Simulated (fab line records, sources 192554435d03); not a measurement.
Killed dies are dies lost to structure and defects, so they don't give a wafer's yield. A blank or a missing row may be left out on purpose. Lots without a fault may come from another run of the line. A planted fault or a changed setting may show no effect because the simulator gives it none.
Which tool did it? | flow n5_finfet | 11 lots, 29 wafers sampled, at 4 steps of a route of 1938

WHAT THE GAUGES READ, wafer by wafer
N5_BEOL_M4_RC_MEAS_101. Usual: DIBL_N 35.8 mV/V, standard deviation 1.5; DIBL_P 35.9 mV/V, standard deviation 1.8; IOFF_N 0.152 nA/um, standard deviation 0.025; IOFF_P 0.21 nA/um, standard deviation 0.031; ION_N 672 uA/um, standard deviation 11; ION_P 462 uA/um, standard deviation 7.4; SS_N 71.5 mV/dec, standard deviation 0.52; SS_P 73.2 mV/dec, standard deviation 0.54; VT_N 250 mV, standard deviation 3; VT_P -250 mV, standard deviation 3.3.
lot  | measured     | on        | DIBL_N (mV/V)  | DIBL_P (mV/V)  | IOFF_N (nA/um)    | IOFF_P (nA/um) | ION_N (uA/um) | ION_P (uA/um) | SS_N (mV/dec)  | SS_P (mV/dec)  | VT_N (mV)   | VT_P (mV)      | flag
L874 | day 8 04:01  | prober-02 | 37.7 35.8 35.6 | 37.6 35.2 36.1 | 0.168 0.146 0.145 | 0.25 0.20 0.22 | 681 669 672   | 470 463 472   | 71.9 71.5 71.4 | 73.4 73.2 72.5 | 250 250 251 | -247 -248 -248 |
L875 | day 7 22:11  | prober-01 | 35.7 38.0 37.1 | 36.5 38.4 37.1 | 0.146 0.192 0.176 | 0.19 0.21 0.20 | 670 672 682   | 454 457 455   | 72.9 73.0 72.7 | 72.9 73.7 73.0 | 251 250 251 | -253 -249 -249 |
L876 | day 8 10:56  | prober-02 | 37.5 38.5 35.5 | 36.4 38.3 34.8 | 0.161 0.195 0.131 | 0.23 0.27 0.20 | 675 690 665   | 467 474 465   | 71.4 72.0 71.7 | 73.3 73.9 73.3 | 249 244 251 | -247 -245 -248 |
L879 | day 9 10:22  | prober-02 | 36.1 36.7 36.1 | 34.1 34.2 35.3 | 0.143 0.153 0.155 | 0.20 0.20 0.22 | 678 659 664   | 465 449 461   | 71.3 71.6 70.4 | 73.3 73.1 73.9 | 251 249 248 | -249 -247 -247 |
L880 | day 10 03:01 | prober-02 | 36.8 37.5      | 38.6 38.5      | 0.155 0.170       | 0.19 0.20      | 678 676       | 459 463       | 71.0 70.9      | 73.4 73.9      | 252 251     | -252 -254      |
L881 | day 9 17:10  | prober-02 | 37.0 37.5 35.0 | 36.6 37.7 33.7 | 0.143 0.146 0.112 | 0.19 0.19 0.14 | 670 665 661   | 459 453 450   | 71.6 71.9 71.4 | 73.8 74.1 72.9 | 252 254 256 | -255 -255 -259 |
L882 | day 9 23:46  | prober-02 | 34.6 36.3      | 34.5 36.1      | 0.115 0.146       | 0.15 0.18      | 652 669       | 449 463       | 71.6 71.1      | 72.3 72.7      | 256 252     | -255 -253      |
L884 | day 10 23:31 | prober-01 | 37.8 37.7 37.9 | 35.5 35.1 34.9 | 0.148 0.151 0.149 | 0.21 0.21 0.20 | 669 666 662   | 458 459 451   | 71.3 72.1 72.2 | 73.0 72.7 73.3 | 250 253 255 | -247 -249 -250 |
L885 | day 11 00:23 | prober-02 | 36.5 35.9      | 35.2 34.6      | 0.167 0.151       | 0.21 0.20      | 681 670       | 466 462       | 72.1 70.9      | 72.9 73.4      | 251 250     | -246 -248      |
L886 | day 10 20:46 | prober-01 | 37.1 34.2 35.5 | 37.8 34.8 36.5 | 0.177 0.128 0.145 | 0.23 0.18 0.20 | 667 677 672   | 458 467 459   | 71.3 71.8 71.3 | 74.7 73.7 74.1 | 248 252 251 | -248 -250 -253 |
L893 | day 12 22:37 | prober-02 | 35.3           | 37.1           | 0.159             | 0.22           | 683           | 462           | 71.4           | 73.4           | 251         | -249           |

N5_MIM_TOP_LITHO_CD_MEAS_08: target cd 2000 nm. Usual: cd_nm 2000.6 nm, standard deviation 1.7.
lot  | measured     | on        | cd_nm (nm)           | flag
L874 | day 11 23:58 | cd_sem-01 | 2003.8 1997.6 1999.2 |
L875 | day 12 03:59 | cd_sem-01 | 2001.4 2000.3 1999.3 |
L876 | day 12 04:17 | cd_sem-02 | 2001.1 2005.0 2002.5 |
L879 | day 13 09:22 | cd_sem-01 | 2001.7 2003.6 1999.3 |
L880 | day 14 06:11 | cd_sem-03 | 2003.1 2000.6        |
L881 | day 13 20:32 | cd_sem-03 | 2000.0 2001.4 2001.4 |
L882 | day 13 21:38 | cd_sem-01 | 1996.9 1999.2        |
L884 | day 14 22:22 | cd_sem-01 | 2000.6 2000.0 1999.8 |
L885 | day 14 18:59 | cd_sem-02 | 2003.0 2002.0        |
L886 | day 14 16:39 | cd_sem-01 | 1999.3 1997.8 1999.6 |
L893 | day 16 12:32 | cd_sem-02 | 2001.0               |

N5_MIM_TOP_LITHO_OVL_MEAS_11. Usual: MIM_TOP_OVL -3 nm, standard deviation 5.
lot  | measured     | on         | MIM_TOP_OVL (nm) | flag
L874 | day 11 23:59 | overlay-01 | -9 -6 -2         |
L875 | day 12 04:01 | overlay-01 | -7 -2 -1         |
L876 | day 12 04:19 | overlay-01 | 8 -4 6           |
L879 | day 13 09:24 | overlay-02 | -6 9 -8          |
L880 | day 14 06:13 | overlay-01 | 1 -6             |
L881 | day 13 20:34 | overlay-01 | -5 -5 3          |
L882 | day 13 21:40 | overlay-01 | -5 4             |
L884 | day 14 22:24 | overlay-01 | -5 -8 -2         |
L885 | day 14 19:01 | overlay-01 | 2 3              |
L886 | day 14 16:41 | overlay-02 | -3 -3 -2         |
L893 | day 16 12:34 | overlay-01 | -10              |

WHICH TOOL RAN EACH LOT (tool, then ch and the chambers of the sampled wafers, then the start)
lot  | N5_PMOS_HMC_CHANNEL_EPI_HM_OPEN_15
L874 | rie_diel-06 ch 0,1,2, day 1 17:11
L875 | rie_diel-05 ch 0,3, day 1 23:34
L876 | rie_diel-06 ch 1,3, day 2 06:11
L879 | rie_diel-06 ch 1,3, day 3 00:09
L880 | rie_diel-05 ch 0,1, day 3 05:38
L881 | rie_diel-01 ch 0,1, day 3 12:54
L882 | rie_diel-01 ch 2,3, day 3 18:16
L884 | rie_diel-06 ch 0,1,2, day 4 06:34
L885 | rie_diel-05 ch 1, day 4 11:30
L886 | rie_diel-01 ch 1,2,3, day 4 17:20
L893 | rie_diel-05 ch 2,3, day 6 11:14
- N5_PMOS_HMC_CHANNEL_EPI_HM_OPEN_15: chemistry CHF3/O2, target SiO2, target depth 40.6 nm, time 20.3 s.

WHAT THE TOOLS THEMSELVES READ (means of the sampled wafers that have a number; where no wafer has one, the mark that the record gives instead)
N5_PMOS_HMC_CHANNEL_EPI_HM_OPEN_15. Usual: drypump_motor_current_A 5.60 A, standard deviation 0.28; oes_product_au 0.76 a.u., standard deviation 0.072; rf_vpp_V 525 V, standard deviation 7.9; showerhead_plenum_p_Torr 2.45 Torr, standard deviation 0.053; throttle_valve_pct 18.89 %, standard deviation 0.19.
lot  | tool        | drypump_motor_current_A (A) | oes_product_au (a.u.) | rf_vpp_V (V) | showerhead_plenum_p_Torr (Torr) | throttle_valve_pct (%) | flag
L874 | rie_diel-06 | 5.56                        | 0.74                  | 518          | 2.48                            | 18.97                  |
L875 | rie_diel-05 | 5.88                        | 0.77                  | 527          | 2.49                            | 18.88                  |
L876 | rie_diel-06 | 5.27                        | 0.77                  | 518          | 2.45                            | 18.93                  |
L879 | rie_diel-06 | 5.27                        | 0.76                  | 518          | 2.45                            | 18.94                  |
L880 | rie_diel-05 | 5.65                        | 0.82                  | 532          | 2.48                            | 18.63                  |
L881 | rie_diel-01 | 6.03                        | 0.69                  | 521          | 2.46                            | 19.11                  |
L882 | rie_diel-01 | 5.51                        | 0.76                  | 529          | 2.46                            | 18.72                  |
L884 | rie_diel-06 | 5.56                        | 0.72                  | 518          | 2.47                            | 18.99                  |
L885 | rie_diel-05 | 5.25                        | 0.84                  | 536          | 2.42                            | 18.48                  |
L886 | rie_diel-01 | 5.66                        | 0.73                  | 529          | 2.45                            | 18.87                  |
L893 | rie_diel-05 | 5.56                        | 0.67                  | 528          | 2.42                            | 18.96                  |

THE ANSWER, worked out from the rows above alone
Rule: a lot is off if the mean of its wafers that have a number lies more than 3 standard deviations from the usual mean. A lot without any number at a reading at which 4 lots or more have one is off too. The other lots that the step has rows for count as sound. The gauges are gone through in route order, then the tools' own readings, and for those a lot's mean is taken as printed above. The first step at which some lot is off is used, and at that step the reading that is off furthest; a lot without a number counts as furthest.
No lot is off at any reading shown: from this, nothing can be told.

WHAT THE SIMULATOR HAD PUT IN
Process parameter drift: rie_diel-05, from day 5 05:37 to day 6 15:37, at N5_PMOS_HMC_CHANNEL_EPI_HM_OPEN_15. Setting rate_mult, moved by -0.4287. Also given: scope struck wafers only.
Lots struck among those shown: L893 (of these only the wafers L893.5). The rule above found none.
